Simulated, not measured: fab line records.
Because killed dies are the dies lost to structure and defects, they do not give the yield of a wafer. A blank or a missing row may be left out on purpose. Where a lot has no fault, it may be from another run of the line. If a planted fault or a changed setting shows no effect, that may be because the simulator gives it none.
Matching of chambers | flow nand-harc | pecvd-01 running NHARC_P_BONDPAD_DEP_00: 3 sister chambers
The step deposits SiCN, target thk 250 nm. 3 wafers are shown with their chamber, then 8 later ones without.

EACH WAFER AND ITS CHAMBER
wafer  | chamber | heater-power-w (W)
L090.3 | 2       | 457
L090.6 | 0       | 623
L091.1 | 1       | 751

WAFERS WITH NO CHAMBER GIVEN
wafer  | heater-power-w (W)
L091.4 | 775
L091.6 | 503
L095.2 | 740
L095.4 | 720
L095.5 | 749
L097.1 | 510
L097.3 | 727
L097.5 | 677

WHICH CHAMBER EACH ONE RAN IN
wafer  | from the rows above     | in truth
L091.4 | 1                       | 1
L091.6 | 2                       | 2
L095.2 | 1                       | 1
L095.4 | can't be placed: 1 or 0 | 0
L095.5 | 1                       | 1
L097.1 | can't be placed: 2 or 0 | 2
L097.3 | 1                       | 1
L097.5 | can't be placed: 0 or 1 | 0
Correct placement for 5 of the 8. Can't be placed from these rows: 3 (the true chamber is among the candidates in 3). Wrongly placed: 0.
How it was worked out, from the rows above alone: a wafer's distance from a chamber is the root of the sum, over the readings, of the square of ((its reading less the chamber's mean) divided by the reading's scatter). If the next closest chamber is less than 2 further off than the closest, the wafer can't be placed; otherwise it belongs to the closest. The mean given for a chamber averages the wafers shown for that chamber. The scatter: with one shown wafer a chamber, the root of the mean of the squares of how far each hidden wafer lies from its nearest shown one.
